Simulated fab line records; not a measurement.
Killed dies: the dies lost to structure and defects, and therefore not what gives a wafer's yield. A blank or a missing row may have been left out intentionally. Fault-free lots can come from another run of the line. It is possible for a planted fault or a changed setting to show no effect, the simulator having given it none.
Which tool did it? | flow n5_finfet | 11 lots (31 wafers sampled), 1 step of a 1938-step route

WHAT THE GAUGES SHOWED, per wafer
N5_BEOL_M10_CD_MEAS_28: the cd target is 70 nm.
lot  | measured     | on        | cd_nm (nm)
L572 | day 10 14:13 | cd_sem-02 | 70.2 71.5 70.3
L573 | day 10 16:26 | cd_sem-03 | 69.0 68.9 69.7
L574 | day 11 00:57 | cd_sem-01 | 69.5 69.2 70.4
L575 | day 11 09:30 | cd_sem-03 | 69.6 67.7 68.2
L576 | day 11 09:40 | cd_sem-02 | 70.1 69.2
L582 | day 13 07:01 | cd_sem-01 | 71.5 70.3 71.0
L583 | day 13 14:55 | cd_sem-03 | 70.4 69.9
L587 | day 14 09:56 | cd_sem-02 | 67.8 69.8 69.5
L585 | day 14 11:22 | cd_sem-03 | 67.5 68.6 69.2
L588 | day 14 11:32 | cd_sem-02 | 67.5 66.9 68.5
L590 | day 15 13:46 | cd_sem-02 | 70.8 69.4 68.7

EACH LOT AND THE TOOL THAT RAN IT (in order: tool; ch and the chambers of the sampled wafers; start)
Before these readings, the record contains no process step.

WHAT THE TOOLS THEMSELVES READ (means of the sampled wafers that have a number; where no wafer has one, the mark that the record gives instead)
The record holds no such reading with a usual standard deviation.

THE ANSWER, worked out from the rows above alone
Rule: usual is defined by the lots themselves. Put in order of their means at a reading, lots are off if they are a third of the lots or fewer, leave a main group of 4 or more, and stand apart from it by a gap of 3 or more times the standard deviation of the main group's means; of several such gaps the widest counts. A main group whose means are all the same, to the digits that the tables above print for the reading, isn't used. Also off: a lot with no number at a reading for which 4 or more lots have one. The other lots that the step has rows for count as sound. After the gauges, taken in route order, come the tools' own readings; for these a lot's mean is taken, as printed above. At the first step where some lot is off, the reading lying furthest off is the one used; lots without a number count as furthest.
Nothing can be told from this: no lot is off at any reading shown.

WHAT THE SIMULATOR HAD INSERTED
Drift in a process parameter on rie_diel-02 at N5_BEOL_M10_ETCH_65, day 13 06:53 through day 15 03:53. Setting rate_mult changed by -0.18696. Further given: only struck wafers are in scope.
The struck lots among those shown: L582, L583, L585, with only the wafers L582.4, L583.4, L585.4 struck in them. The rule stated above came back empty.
